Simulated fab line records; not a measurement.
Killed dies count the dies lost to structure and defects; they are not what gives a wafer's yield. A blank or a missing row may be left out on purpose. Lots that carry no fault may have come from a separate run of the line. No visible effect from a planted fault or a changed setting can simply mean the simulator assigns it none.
Matching of chambers ; flow nand harc ; 3 sister chambers for NHARC_A_DECK1_JOINT_DEP_16 on pecvd-02
The step deposits SiO2, target thk 45 nm. 3 wafers are shown with their chamber, then 12 later ones without.

## WAFERS PAIRED WITH THEIR CHAMBERS
wafer;chamber;throttle valve pct (%)
L085.6;1;15.9
L090.5;2;16.7
L090.6;0;16.1

## WAFERS WITH NO CHAMBER GIVEN
wafer;throttle valve pct (%)
L090.2;15.5
L090.3;16.7
L090.4;15.7
L093.1;15.6
L093.2;16.5
L093.4;16.5
L093.3;16.7
L093.5;15.8
L093.6;16.3
L096.1;16.5
L096.2;15.5
L096.3;16.5

## THE CHAMBER EACH PASSED THROUGH
wafer;from the rows above;in truth
L090.2;can't be placed: 1 or 0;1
L090.3;2;2
L090.4;can't be placed: 1 or 0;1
L093.1;can't be placed: 1 or 0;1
L093.2;can't be placed: 2 or 0 or 1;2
L093.4;can't be placed: 2 or 0 or 1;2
L093.3;2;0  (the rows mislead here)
L093.5;can't be placed: 1 or 0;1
L093.6;can't be placed: 0 or 2 or 1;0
L096.1;can't be placed: 2 or 0 or 1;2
L096.2;can't be placed: 1 or 0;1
L096.3;can't be placed: 2 or 0 or 1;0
Correct placement for 1 of the 12. From these rows, 10 cannot be placed; in 10 the true chamber is one of the candidates. Placed wrongly: 1.
How it was worked out, from the rows above alone: a wafer's distance from a chamber is the root of the sum, over the readings, of the square of ((its reading less the chamber's mean) divided by the reading's scatter). The wafer belongs to the nearest chamber; if the next one is less than 2 further off, it can't be placed. The mean given for a chamber averages the wafers shown for that chamber. The scatter: with one shown wafer a chamber, the root of the mean of the squares of how far each hidden wafer lies from its nearest shown one.
